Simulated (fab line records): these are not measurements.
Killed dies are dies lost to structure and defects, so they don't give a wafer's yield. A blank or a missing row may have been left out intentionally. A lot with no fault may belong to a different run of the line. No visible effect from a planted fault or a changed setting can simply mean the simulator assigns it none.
Matching of chambers -- flow n5_finfet -- rie_diel-02 running N5_BEOL_M5_STRIP_64: 4 sister chambers
The step strips in CF4. 4 wafers are shown with their chamber, then 7 later ones without.

## WAFERS PAIRED WITH THEIR CHAMBERS
wafer,chamber,showerhead_plenum_p_Torr (Torr)
L085.4,2,1.77
L090.6,0,1.76
L092.1,3,1.83
L092.2,1,1.75

## WAFERS WITH NO CHAMBER GIVEN
wafer,showerhead_plenum_p_Torr (Torr)
L092.3,1.76
L097.2,1.76
L097.3,1.83
L097.6,1.76
L094.1,1.74
L094.4,1.74
L094.6,1.83

## WHICH CHAMBER EACH ONE RAN IN
wafer,from the rows above,in truth
L092.3,can't be placed: 0 or 1 or 2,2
L097.2,can't be placed: 0 or 1 or 2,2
L097.3,3,3
L097.6,can't be placed: 0 or 1 or 2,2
L094.1,can't be placed: 1 or 0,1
L094.4,can't be placed: 1 or 0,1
L094.6,3,3
Placed correctly: 2 of 7. Unplaceable from these rows: 5, with the true chamber sitting among the candidates in 5. Placed wrongly: 0.
How it was worked out, from the rows above alone: a wafer's distance from a chamber is the root of the sum, over the readings, of the square of ((its reading less the chamber's mean) divided by the reading's scatter). The wafer belongs to the nearest chamber; if the next one is less than 2 further off, it can't be placed. For every chamber, the mean is computed from those of its wafers that are shown. The scatter: root of mean squared gap, hidden wafer to nearest shown wafer, with one shown wafer a chamber.
